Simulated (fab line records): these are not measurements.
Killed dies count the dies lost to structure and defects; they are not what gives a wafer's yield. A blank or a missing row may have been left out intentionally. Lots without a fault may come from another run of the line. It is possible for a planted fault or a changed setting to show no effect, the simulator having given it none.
Matching of chambers / flow n5Finfet / rieDiel-05 running N5_BEOL_M12_TRENCH_ETCH_34: 4 sister chambers
The step etches SiOC in C4F8/O2/Ar, target depth 318.95 nm, time 125.5 s. 7 wafers are shown with their chamber, then 9 later ones without.

EACH WAFER AND ITS CHAMBER
wafer=L074.4; chamber=1; showerheadPlenumPTorr (Torr)=3.35; rfVppV (V)=663
wafer=L080.3; chamber=2; showerheadPlenumPTorr (Torr)=3.36; rfVppV (V)=665
wafer=L088.1; chamber=2; showerheadPlenumPTorr (Torr)=3.35; rfVppV (V)=665
wafer=L088.4; chamber=0; showerheadPlenumPTorr (Torr)=3.26; rfVppV (V)=661
wafer=L093.3; chamber=0; showerheadPlenumPTorr (Torr)=3.25; rfVppV (V)=660
wafer=L093.4; chamber=3; showerheadPlenumPTorr (Torr)=3.32; rfVppV (V)=662
wafer=L093.6; chamber=3; showerheadPlenumPTorr (Torr)=3.32; rfVppV (V)=663

WAFERS WHOSE CHAMBER IS MISSING
wafer=L094.1; showerheadPlenumPTorr (Torr)=3.25; rfVppV (V)=663
wafer=L094.5; showerheadPlenumPTorr (Torr)=3.32; rfVppV (V)=663
wafer=L094.6; showerheadPlenumPTorr (Torr)=3.35; rfVppV (V)=664
wafer=L097.1; showerheadPlenumPTorr (Torr)=3.32; rfVppV (V)=661
wafer=L097.2; showerheadPlenumPTorr (Torr)=3.34; rfVppV (V)=664
wafer=L097.3; showerheadPlenumPTorr (Torr)=3.25; rfVppV (V)=662
wafer=L097.4; showerheadPlenumPTorr (Torr)=3.32; rfVppV (V)=661
wafer=L097.5; showerheadPlenumPTorr (Torr)=3.34; rfVppV (V)=663
wafer=L097.6; showerheadPlenumPTorr (Torr)=3.32; rfVppV (V)=663

WHICH CHAMBER EACH WENT THROUGH
wafer=L094.1; from the rows above=0; in truth=0
wafer=L094.5; from the rows above=3; in truth=3
wafer=L094.6; from the rows above=can't be placed: 1 or 2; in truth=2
wafer=L097.1; from the rows above=3; in truth=3
wafer=L097.2; from the rows above=can't be placed: 1 or 2 or 3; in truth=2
wafer=L097.3; from the rows above=0; in truth=0
wafer=L097.4; from the rows above=3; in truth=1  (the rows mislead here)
wafer=L097.5; from the rows above=can't be placed: 1 or 3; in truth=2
wafer=L097.6; from the rows above=3; in truth=3
5 of 9 placed correctly. Not placeable from these rows: 3 (in 2, the candidates include the true chamber). Placed wrongly: 1.
How it was worked out, from the rows above alone: a wafer's distance from a chamber is the root of the sum, over the readings, of the square of ((its reading less the chamber's mean) divided by the reading's scatter). If the next closest chamber is less than 2 further off than the closest, the wafer can't be placed; otherwise it belongs to the closest. For every chamber, the mean is computed from those of its wafers that are shown. How the scatter is found: for the shown wafers, subtract from each reading the mean of its chamber, square and add these, divide the total by (wafers less chambers), then take the root.
